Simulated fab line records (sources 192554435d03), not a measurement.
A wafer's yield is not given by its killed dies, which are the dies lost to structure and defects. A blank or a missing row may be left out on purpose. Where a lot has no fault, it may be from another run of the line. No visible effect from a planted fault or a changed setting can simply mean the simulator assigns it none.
Chamber matching || flow n5_finfet || N5_PMOS_HMC_CHANNEL_EPI_FIN_RECESS_16 on rie_si-02 has 4 sister chambers
The step chemistry HBr/Cl2, target Si, target depth 54 nm, time 18 s. 4 wafers are shown with their chamber, then 9 later ones without.

## WAFERS PAIRED WITH THEIR CHAMBERS
{"wafer": "L084.5", "chamber": 3, "throttle_valve_pct (%)": 35.49}
{"wafer": "L088.2", "chamber": 1, "throttle_valve_pct (%)": 35.88}
{"wafer": "L088.3", "chamber": 2, "throttle_valve_pct (%)": 35.44}
{"wafer": "L088.5", "chamber": 0, "throttle_valve_pct (%)": 35.54}

## WAFERS WITHOUT THEIR CHAMBER
{"wafer": "L091.1", "throttle_valve_pct (%)": 35.44}
{"wafer": "L091.2", "throttle_valve_pct (%)": 35.86}
{"wafer": "L091.4", "throttle_valve_pct (%)": 35.47}
{"wafer": "L094.1", "throttle_valve_pct (%)": 35.48}
{"wafer": "L094.2", "throttle_valve_pct (%)": 35.88}
{"wafer": "L094.3", "throttle_valve_pct (%)": 35.45}
{"wafer": "L096.1", "throttle_valve_pct (%)": 35.43}
{"wafer": "L096.5", "throttle_valve_pct (%)": 35.54}
{"wafer": "L096.6", "throttle_valve_pct (%)": 35.50}

## CHAMBER TAKEN BY EACH
{"wafer": "L091.1", "from the rows above": 2, "in truth": 2}
{"wafer": "L091.2", "from the rows above": 1, "in truth": 1}
{"wafer": "L091.4", "from the rows above": "can't be placed: 3 or 2", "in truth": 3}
{"wafer": "L094.1", "from the rows above": 3, "in truth": 3}
{"wafer": "L094.2", "from the rows above": 1, "in truth": 1}
{"wafer": "L094.3", "from the rows above": 2, "in truth": 2}
{"wafer": "L096.1", "from the rows above": 2, "in truth": 2}
{"wafer": "L096.5", "from the rows above": 0, "in truth": 0}
{"wafer": "L096.6", "from the rows above": 3, "in truth": 3}
Placed correctly: 8 of 9. Cannot be placed on the basis of these rows: 1; the candidates contain the true chamber in 1. 0 placed wrongly.
How it was worked out, from the rows above alone: a wafer's distance from a chamber is the root of the sum, over the readings, of the square of ((its reading less the chamber's mean) divided by the reading's scatter). If the next closest chamber is less than 2 further off than the closest, the wafer can't be placed; otherwise it belongs to the closest. Each chamber's mean is taken over the wafers shown for it. The scatter (one wafer shown for each chamber): square how far every hidden wafer sits from the nearest shown wafer, average those squares and take the square root.
